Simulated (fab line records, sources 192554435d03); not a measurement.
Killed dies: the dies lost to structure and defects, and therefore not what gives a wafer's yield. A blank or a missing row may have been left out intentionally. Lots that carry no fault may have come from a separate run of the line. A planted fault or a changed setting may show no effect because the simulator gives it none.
fab line records	flow n5-finfet
[record] lots = 13	wafers = 37	last-day = 24
route steps=1938 shown ZERO_LAYER@18 WELL_APT@45 PASSIVATION@1936
lots with no fault: from the same line, run without faults
start-h: start of the lot's first displayed wafer, in hours after the record's first day	wait-h: hours from the lot's prior step to this one	" identical to the entry in the row above	L1.1+2: one row covering several wafers at once	- no value present, or no start provided	* or withheld: withheld	< > ~ a bound
route shown NAME@n: a module of which the file shows steps, and the number in the route of the first	usual: mean/standard deviation taken from wafers without a fault	same: alike in all rows	chamber/n: place in a boat	sites: the reading at each site	_std_site: their standard deviation	_edge_site: the outer-site mean with the inner-site mean subtracted	radius-mm: for every site, how far away it sits from the centre of the wafer	mask NAME#n: copy n	behind: the last tool/chamber to shape the wafer	hold: why the lot went on hold/how many hours it stayed there/how the hold came to an end	device: the n, p or np transistor that did not switch	end of line: tests run on the same wafers once the route is complete	step lacking rows: just its recipe	killed: dies that structure and defects cost at the first sort, which is not the same as the wafer's yield	map: per-die view of a wafer (x killed, . not killed, _ where there is no die)
set.NAME: the run value of the setting; set.NAME@STEP: its run value at that earlier step	model.NAME: the simulator's own value behind a step, which no gauge read
steps of the route over a sample of lots; a table a step, a row a wafer
services: when a tool's chamber went out of use (start-h, in hours from the record's first day, below 0 if earlier), for how many hours, and the reason
[[steps]]
[step N5_ZERO_LAYER_STRIP_19]
[recipe] chemistry = SPM	time-s = 900	temp-c = 130	h2so4-h2o2-vol-ratio = 4	dry = ipa-marangoni
[usual] bath-guard-temp-C = 129.9/0.47	bath-heat-duty-pct = 15.0/1.6
lot.wafer	tool	chamber	start-h	wait-h	bath-guard-temp-C	bath-heat-duty-pct
L431.1	wet-bench-04	4	18.98	0.1	129.2	12.5
L431.4	"	1	"	"	129.6	14.1
L431.6	"	3	"	"	129.9	16.5
L432.2	wet-bench-04	0	25.10	0.1	129.9	14.4
L432.4	"	6	"	"	130.7	15.4
L432.6	"	7	"	"	129.6	15.5
L439.1	wet-bench-06	2	67.11	0.1	-	-
L439.3	"	0	"	"	-	-
L439.4	"	1	"	"	-	-
L440.1	wet-bench-04	2	73.19	0.1	-	-
L440.2	"	6	"	"	-	-
L440.3	"	5	"	"	-	-
L441.1	wet-bench-02	4	79.12	0.1	-	-
L441.4	"	1	"	"	-	-
L441.5	"	5	"	"	-	-
L442.2	wet-bench-06	0	84.98	0.1	129.5	16.5
L442.3	"	7	"	"	129.3	12.6
L442.4	"	5	"	"	130.3	16.2
L443.2	wet-bench-06	3	90.98	0.1	130.3	15.0
L443.4	"	4	"	"	130.1	14.6
L443.6	"	0	"	"	129.5	15.1
L444.3	wet-bench-04	1	97.53	0.0	129.5	13.5
L444.4	"	4	"	"	129.2	13.2
L444.5	"	7	"	"	129.9	16.5
L446.2	wet-bench-04	4	108.98	0.1	129.3	15.1
L446.5	"	2	"	"	129.6	14.2
L446.6	"	6	"	"	130.3	14.3
L447.2	wet-bench-02	6	115.10	0.1	130.0	13.5
L447.4	"	7	"	"	130.1	14.7
L447.5	"	4	"	"	131.1	14.9
L449.3	wet-bench-06	6	127.00	0.0	130.3	16.8
L449.4	"	2	"	"	130.0	14.1
L451.4	wet-bench-04	4	138.98	0.0	129.2	14.0
L451.5	"	6	"	"	130.5	13.9
L451.6	"	0	"	"	130.5	12.1
L453.1	wet-bench-02	2	152.42	0.1	130.0	17.7
L453.6	"	5	"	"	129.8	16.5
[step N5_ZERO_LAYER_INSPECT_20]
[recipe] inspect-instrument = darkfield	mode = post-clean
[usual] raw-defect-count = 37/17
lot.wafer	tool	chamber	start-h	wait-h	raw-defect-count
L431.1	defect-inspect-02	-	19.25	0.0	45
L431.4	"	-	"	"	22
L431.6	"	-	"	"	20
L432.2	defect-inspect-01	-	25.38	0.0	38
L432.4	"	-	"	"	26
L432.6	"	-	"	"	43
L439.1	defect-inspect-01	-	67.39	0.0	18
L439.3	"	-	"	"	22
L439.4	"	-	"	"	41
L440.1	defect-inspect-02	-	73.47	0.0	22
L440.2	"	-	"	"	20
L440.3	"	-	"	"	18
L441.1	defect-inspect-02	-	79.42	0.0	35
L441.4	"	-	"	"	26
L441.5	"	-	"	"	59
L442.2	defect-inspect-01	-	85.25	0.0	23
L442.3	"	-	"	"	19
L442.4	"	-	"	"	37
L443.2	defect-inspect-01	-	91.25	0.0	49
L443.4	"	-	"	"	19
L443.6	"	-	"	"	26
L444.3	defect-inspect-02	-	97.80	0.0	33
L444.4	"	-	"	"	28
L444.5	"	-	"	"	57
L446.2	defect-inspect-02	-	109.26	0.0	29
L446.5	"	-	"	"	19
L446.6	"	-	"	"	21
L447.2	defect-inspect-02	-	115.67	0.0	23
L447.4	"	-	"	"	40
L447.5	"	-	"	"	26
L449.3	defect-inspect-02	-	127.28	0.0	37
L449.4	"	-	"	"	29
L451.4	defect-inspect-01	-	139.25	0.0	75
L451.5	"	-	"	"	51
L451.6	"	-	"	"	86
L453.1	defect-inspect-01	-	152.69	0.0	30
L453.6	"	-	"	"	77
[step N5_WELL_APT_INSPECT_27]
[recipe] mode = adi	inspect-instrument = macro
[usual] raw-defect-count = 2.0/1.5
lot.wafer	tool	chamber	start-h	wait-h	raw-defect-count
L431.1	defect-inspect-01	-	20.98	0.0	1
L431.4	"	-	"	"	4
L431.6	"	-	"	"	4
L432.2	defect-inspect-01	-	27.36	0.0	2
L432.4	"	-	"	"	2
L432.6	"	-	"	"	4
L439.1	defect-inspect-02	-	68.94	0.0	2
L439.3	"	-	"	"	5
L439.4	"	-	"	"	1
L440.1	defect-inspect-01	-	75.12	0.0	3
L440.2	"	-	"	"	2
L440.3	"	-	"	"	3
L441.1	defect-inspect-01	-	81.15	0.0	3
L441.4	"	-	"	"	1
L441.5	"	-	"	"	3
L442.2	defect-inspect-01	-	86.86	0.0	3
L442.3	"	-	"	"	2
L442.4	"	-	"	"	4
L443.2	defect-inspect-01	-	92.88	0.0	3
L443.4	"	-	"	"	1
L443.6	"	-	"	"	2
L444.3	defect-inspect-02	-	99.28	0.0	4
L444.4	"	-	"	"	3
L444.5	"	-	"	"	0
L446.2	defect-inspect-02	-	111.08	0.0	1
L446.5	"	-	"	"	1
L446.6	"	-	"	"	2
L447.2	defect-inspect-01	-	117.28	0.0	2
L447.4	"	-	"	"	1
L447.5	"	-	"	"	3
L449.3	defect-inspect-01	-	128.89	0.0	6
L449.4	"	-	"	"	5
L451.4	defect-inspect-02	-	140.76	0.0	1
L451.5	"	-	"	"	4
L451.6	"	-	"	"	1
L453.1	defect-inspect-01	-	154.42	0.0	1
L453.6	"	-	"	"	1
[step N5_WELL_APT_RTA_34]
[recipe] temp-c = 1000	time-s = 10	ambient = N2	idle-temp-c = 600	ramp-up-c-per-s = 150	ramp-down-c-per-s = 60	cool-to-c = 600
[usual] lamp-power-pct = 13.00/0.056	lamp_zone_1_pct = 12.99/0.032	lamp_zone_3_pct = 13.00/0.032	wafer_temp_C_max = 1003.6/0.87
lot.wafer	tool	chamber	start-h	wait-h	lamp-power-pct	lamp_zone_1_pct	lamp_zone_3_pct	wafer_temp_C_max
L431.1	rtp-anneal-02	0	21.78	0.0	13.00	13.00	12.99	1003.9
L431.4	"	0	"	"	13.04	13.01	12.98	1004.0
L431.6	"	0	"	"	13.00	13.01	12.97	1003.9
L432.2	rtp-anneal-01	0	28.17	0.0	13.01	12.99	13.03	1004.6
L432.4	"	0	"	"	12.99	12.99	12.96	1004.4
L432.6	"	0	"	"	13.01	12.93	12.97	1003.8
L439.1	rtp-anneal-01	0	69.74	0.0	13.07	12.96	12.99	1004.0
L439.3	"	0	"	"	13.04	12.96	12.97	1003.2
L439.4	"	0	"	"	13.02	12.98	13.04	1003.5
L440.1	rtp-anneal-02	0	75.96	0.1	12.97	13.00	12.98	1005.8
L440.2	"	0	"	"	13.05	12.98	12.97	1003.5
L440.3	"	0	"	"	13.01	12.97	13.04	1003.0
L441.1	rtp-anneal-01	0	81.96	0.0	13.04	13.00	12.99	1003.6
L441.4	"	0	"	"	13.01	12.98	12.98	1003.6
L441.5	"	0	"	"	12.99	13.06	12.98	1005.0
L442.2	rtp-anneal-01	0	87.67	0.0	12.98	12.98	12.96	1003.7
L442.3	"	0	"	"	13.06	13.00	13.10	1002.3
L442.4	"	0	"	"	13.04	13.02	13.06	1003.5
L443.2	rtp-anneal-01	0	93.72	0.0	12.98	13.02	12.98	1004.5
L443.4	"	0	"	"	13.04	12.98	12.99	1004.9
L443.6	"	0	"	"	12.98	12.96	13.03	1003.6
L444.3	rtp-anneal-01	0	100.23	0.2	12.97	12.97	12.97	1003.5
L444.4	"	0	"	"	13.05	12.94	13.03	1003.3
L444.5	"	0	"	"	12.95	12.95	12.97	1004.5
L446.2	rtp-anneal-01	0	111.98	0.1	13.10	12.98	12.97	1004.7
L446.5	"	0	"	"	13.08	12.97	13.02	1002.9
L446.6	"	0	"	"	12.96	13.03	12.97	1004.5
L447.2	rtp-anneal-02	0	118.32	0.1	12.98	12.95	12.98	1004.1
L447.4	"	0	"	"	12.99	12.99	13.02	1003.9
L447.5	"	0	"	"	12.95	12.96	13.01	1002.7
L449.3	rtp-anneal-02	0	129.79	0.1	13.00	12.96	12.99	1003.1
L449.4	"	0	"	"	13.05	12.97	13.03	1003.6
L451.4	rtp-anneal-01	0	141.63	0.1	12.95	13.02	13.00	1002.8
L451.5	"	0	"	"	12.97	13.01	13.01	1002.9
L451.6	"	0	"	"	13.07	12.96	13.03	1004.6
L453.1	rtp-anneal-01	0	155.22	0.0	12.94	12.91	13.00	1002.5
L453.6	"	0	"	"	13.02	13.03	12.97	1003.5
[step N5_PASSIVATION_PROBE_49]
[usual] defect-limited-yield = 90.7/1.5	killed_at_M0_to_M3 = 38/11	killed_at_M4_up = 15/5.5	killed-at-contacts = 12/6	killed-at-front-end = 41/11	killed-at-other = 3.5/2.7	killed-dies = 110/18	killed-open = 72/13	killed-short = 35/8.7	sort_bin_5_function = 5.5/1.1	sort_bin_6_memory = 3.4/0.63	sort_bin_8_speed = 0.01/0.037	sort-n-pass = 1070/18	sort-yield-pct = 90.7/1.5
[same] gross-dies = 1180	killed-at-back-side = 0	sort_bin_4_leakage[%] = 0
lot.wafer	tool	chamber	start-h	wait-h	defect-limited-yield[%]	killed_at_M0_to_M3	killed_at_M4_up	killed-at-contacts	killed-at-front-end	killed-at-other	killed-dies	killed-open	killed-short	sort_bin_5_function[%]	sort_bin_6_memory[%]	sort_bin_8_speed[%]	sort-n-pass	sort-yield-pct[%]
L440.1	prober-01	-	474.20	0.0	93.0	24	11	11	33	4	83	57	24	3.6	3.1	0	1097	93.0
L440.2	prober-01	-	474.25	0.1	93.1	29	4	5	42	2	82	54	28	3.6	3.0	0	1098	93.1
L440.3	prober-01	-	474.30	0.1	92.4	34	7	15	33	1	90	59	31	3.8	3.3	0	1090	92.4
L441.1	prober-02	-	512.95	0.0	92.3	30	8	8	45	0	91	64	27	5.3	2.1	0	1089	92.3
L441.4	prober-02	-	513.10	0.2	89.6	36	20	6	57	4	123	87	36	5.8	4.2	0	1057	89.6
L441.5	prober-02	-	513.15	0.2	89.5	53	11	12	46	2	124	79	42	6.0	4.0	0	1056	89.5
L442.2	prober-02	-	517.92	0.1	89.8	26	8	23	63	0	120	85	35	5.4	4.4	0	1060	89.8
L442.3	prober-02	-	517.97	0.1	89.7	39	12	15	52	3	121	85	33	6.4	3.4	0.34	1055	89.4
L442.4	prober-02	-	518.02	0.2	90.7	37	19	14	36	4	110	77	32	6.3	3.0	0	1070	90.7
L446.2	prober-01	-	524.48	0.1	90.3	36	22	8	41	7	114	76	32	5.6	3.4	0	1066	90.3
L446.5	prober-01	-	524.63	0.2	90.2	48	13	9	39	7	116	81	32	5.7	3.4	0	1064	90.2
L446.6	prober-01	-	524.68	0.3	90.4	53	17	13	28	2	113	84	29	5.3	3.8	0	1067	90.4
L451.4	prober-01	-	550.42	0.2	91.4	39	9	8	36	9	101	56	39	4.7	3.1	0	1079	91.4
L451.5	prober-01	-	550.47	0.2	91.3	35	19	8	34	7	103	62	35	4.8	3.2	0	1077	91.3
L451.6	prober-01	-	550.52	0.3	91.4	35	20	16	26	5	102	67	33	5.0	3.4	0	1078	91.4
L453.1	prober-02	-	572.01	0.0	91.0	32	21	9	40	4	106	67	35	5.8	2.5	0	1074	91.0
L453.6	prober-02	-	572.26	0.3	89.5	44	17	11	44	8	124	83	41	5.8	4.2	0	1056	89.5
// killed by level:class
L440.1 FIN_SAQP:geometric-particle:open=11 MOL_CONTACT_COAG:geometric-particle:open=9 BEOL_M0_SAQP:geometric-particle:short=7 STI_FIN_REVEAL:geometric-particle:open=5 BEOL_M0_SAQP:geometric-particle:open=5 STARTING-WAFER:geometric-particle:short=5 FIN_SAQP:geometric-particle:short=4 BEOL_M2:geometric-particle:open=4
L440.2 FIN_SAQP:geometric-particle:open=13 FIN_SAQP:geometric-particle:short=10 BEOL_M3:geometric-particle:open=10 BEOL_M0_SAQP:geometric-particle:open=9 MOL_CONTACT_COAG:geometric-particle:open=5 BEOL_M2:geometric-particle:open=4 STARTING-WAFER:geometric-particle:short=4 STI_FIN_REVEAL:geometric-particle:open=3
L440.3 MOL_CONTACT_COAG:geometric-particle:open=15 STI_FIN_REVEAL:geometric-particle:open=9 BEOL_M0_SAQP:geometric-particle:open=8 BEOL_M3:geometric-particle:short=7 FIN_SAQP:geometric-particle:short=6 BEOL_M3:geometric-particle:open=6 FIN_SAQP:geometric-particle:open=5 BEOL_M0_SAQP:geometric-particle:short=4
L441.1 FIN_SAQP:geometric-particle:open=10 MOL_CONTACT_COAG:geometric-particle:open=8 BEOL_M0_SAQP:geometric-particle:open=6 GATE_CUT:geometric-particle:open=6 BEOL_M3:geometric-particle:open=6 FIN_SAQP:geometric-particle:short=5 ILD0:geometric-particle:open=5 ILD0:geometric-particle:short=4
L441.4 STI_FIN_REVEAL:geometric-particle:open=11 FIN_SAQP:geometric-particle:open=10 BEOL_M0_SAQP:geometric-particle:short=8 FIN_SAQP:geometric-particle:short=7 BEOL_M3:geometric-particle:open=7 BEOL_M2:geometric-particle:open=6 MOL_CONTACT_COAG:geometric-particle:open=6 BEOL_M0_SAQP:geometric-particle:open=6
L441.5 BEOL_M0_SAQP:geometric-particle:short=13 BEOL_M0_SAQP:geometric-particle:open=11 BEOL_M1:geometric-particle:open=10 FIN_SAQP:geometric-particle:open=9 BEOL_M3:geometric-particle:open=9 GATE_CUT:geometric-particle:open=8 MOL_CONTACT_COAG:geometric-particle:open=7 FIN_SAQP:geometric-particle:short=6
L442.2 MOL_CONTACT_COAG:geometric-particle:open=18 FIN_SAQP:geometric-particle:open=17 STI_FIN_REVEAL:geometric-particle:open=12 BEOL_M2:geometric-particle:open=8 BEOL_M0_SAQP:geometric-particle:short=7 FIN_SAQP:geometric-particle:short=6 DUMMY_GATE:geometric-particle:open=5 ILD0:geometric-particle:open=5
L442.3 BEOL_M1:geometric-particle:open=15 FIN_SAQP:geometric-particle:open=14 MOL_CONTACT_COAG:geometric-particle:open=12 STI_FIN_REVEAL:geometric-particle:open=10 FIN_SAQP:geometric-particle:short=7 BEOL_M3:geometric-particle:open=6 BEOL_M2:geometric-particle:open=6 BEOL_M4:geometric-particle:open=6
L442.4 MOL_CONTACT_COAG:geometric-particle:open=11 BEOL_M2:geometric-particle:open=10 FIN_SAQP:geometric-particle:open=7 BEOL_M2:geometric-particle:short=7 BEOL_M3:geometric-particle:open=7 BEOL_M1:geometric-particle:open=6 DUMMY_GATE:geometric-particle:open=5 ILD0:geometric-particle:open=4
L446.2 FIN_SAQP:geometric-particle:open=11 BEOL_M3:geometric-particle:open=9 FIN_SAQP:geometric-particle:short=8 BEOL_M4:geometric-particle:open=8 MOL_CONTACT_COAG:geometric-particle:open=6 BEOL_M1:geometric-particle:open=6 STI_FIN_REVEAL:geometric-particle:open=5 BEOL_M0_SAQP:geometric-particle:short=5
L446.5 FIN_SAQP:geometric-particle:open=15 BEOL_M1:geometric-particle:open=10 BEOL_M0_SAQP:geometric-particle:short=9 BEOL_M3:geometric-particle:open=9 BEOL_M0_SAQP:geometric-particle:open=8 BEOL_M4:geometric-particle:open=8 MOL_CONTACT_COAG:geometric-particle:open=7 GATE_CUT:geometric-particle:short=6
L446.6 BEOL_M1:geometric-particle:open=20 FIN_SAQP:geometric-particle:open=13 BEOL_M4:geometric-particle:open=11 MOL_CONTACT_COAG:geometric-particle:open=11 BEOL_M3:geometric-particle:open=9 BEOL_M0_SAQP:geometric-particle:short=8 BEOL_M0_SAQP:geometric-particle:open=7 FIN_SAQP:geometric-particle:short=5
L451.4 BEOL_M0_SAQP:geometric-particle:open=12 BEOL_M0_SAQP:geometric-particle:short=12 GATE_CUT:geometric-particle:short=8 BEOL_M2:geometric-particle:open=8 MOL_CONTACT_COAG:geometric-particle:open=6 STI_FIN_REVEAL:geometric-particle:open=5 DUMMY_GATE:geometric-particle:short=4 BEOL_M4:geometric-particle:open=4
L451.5 BEOL_M0_SAQP:geometric-particle:short=10 STI_FIN_REVEAL:geometric-particle:open=9 BEOL_M4:geometric-particle:open=9 BEOL_M0_SAQP:geometric-particle:open=7 BEOL_M2:geometric-particle:open=7 BEOL_M3:geometric-particle:open=7 FIN_SAQP:geometric-particle:open=5 HKMG_FIN:area-etch=5
L451.6 MOL_CONTACT_COAG:geometric-particle:open=14 BEOL_M4:geometric-particle:open=11 BEOL_M0_SAQP:geometric-particle:short=10 BEOL_M2:geometric-particle:open=8 FIN_SAQP:geometric-particle:open=7 BEOL_M0_SAQP:geometric-particle:open=6 GATE_CUT:geometric-particle:short=5 BEOL_M2:geometric-particle:short=4
L453.1 FIN_SAQP:geometric-particle:short=10 FIN_SAQP:geometric-particle:open=10 BEOL_M4:geometric-particle:open=9 BEOL_M2:geometric-particle:open=9 BEOL_M3:geometric-particle:open=9 MOL_CONTACT_COAG:geometric-particle:open=7 BEOL_M0_SAQP:geometric-particle:short=4 BEOL_M1:geometric-particle:open=4
L453.6 BEOL_M0_SAQP:geometric-particle:short=18 FIN_SAQP:geometric-particle:open=10 BEOL_M0_SAQP:geometric-particle:open=10 MOL_CONTACT_COAG:geometric-particle:open=9 STI_FIN_REVEAL:geometric-particle:open=8 BEOL_M3:geometric-particle:open=8 GATE_CUT:geometric-particle:short=6 DUMMY_GATE:geometric-particle:open=6
[[services]]
tool	chamber	start-h	hours	kind
wet-bench-04	-	75.96	1.0	repair
rtp-anneal-02	-	139.41	0.8	pm
[[key]]
[first-sign] step = N5_ZERO_LAYER_STRIP_19	reading = tool-record	direction = missing
effect none on later readings
met-at N5_ZERO_LAYER_STRIP_19
struck-lots L439,L440,L441
rows-end L439.1,L439.3,L439.4
not-acting-at N5_ZERO_LAYER_INSPECT_20,N5_WELL_APT_INSPECT_27,N5_WELL_APT_RTA_34
onset-between 25.10 67.11
[fault] kind = skipped-step-whole	tool = wet-bench-02,wet-bench-04,wet-bench-06	chamber = -	onset-h = 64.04	steps = N5_ZERO_LAYER_STRIP_19	scope = struck-lots-only
// rows-end: these wafers met a further fault down the route, and their rows from its step on are left out
